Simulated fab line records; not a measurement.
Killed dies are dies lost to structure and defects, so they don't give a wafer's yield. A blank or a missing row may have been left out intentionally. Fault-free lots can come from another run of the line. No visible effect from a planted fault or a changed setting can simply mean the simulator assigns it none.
Chamber matching + flow n5_finfet + rie_diel-02 running N5_BEOL_M2_STRIP_36: 4 sister chambers
The step strips in N2/H2. 4 wafers are shown with their chamber, then 8 later ones without.

== WAFERS WITH THEIR CHAMBER ==
| wafer  | chamber | showerhead_plenum_p_Torr (Torr) |
|--------|---------|---------------------------------|
| L087.2 | 2       | 2.65                            |
| L088.3 | 0       | 2.55                            |
| L088.4 | 1       | 2.68                            |
| L091.1 | 3       | 2.55                            |

== WAFERS MISSING THEIR CHAMBER ==
| wafer  | showerhead_plenum_p_Torr (Torr) |
|--------|---------------------------------|
| L091.5 | 2.65                            |
| L091.6 | 2.68                            |
| L092.1 | 2.65                            |
| L092.3 | 2.55                            |
| L092.4 | 2.54                            |
| L097.2 | 2.64                            |
| L097.5 | 2.67                            |
| L097.6 | 2.64                            |

== CHAMBER TAKEN BY EACH ==
| wafer  | from the rows above     | in truth |
|--------|-------------------------|----------|
| L091.5 | 2                       | 2        |
| L091.6 | 1                       | 1        |
| L092.1 | 2                       | 2        |
| L092.3 | can't be placed: 0 or 3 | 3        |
| L092.4 | can't be placed: 0 or 3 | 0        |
| L097.2 | 2                       | 2        |
| L097.5 | can't be placed: 1 or 2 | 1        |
| L097.6 | 2                       | 2        |
Correctly placed: 5 of 8. Unplaceable from these rows: 3, with the true chamber sitting among the candidates in 3. 0 placed wrongly.
How it was worked out, from the rows above alone: a wafer's distance from a chamber is the root of the sum, over the readings, of the square of ((its reading less the chamber's mean) divided by the reading's scatter). The wafer belongs to the nearest chamber; if the next one is less than 2 further off, it can't be placed. A chamber's mean is the mean of its shown wafers. The scatter (one wafer shown for each chamber): square how far every hidden wafer sits from the nearest shown wafer, average those squares and take the square root.
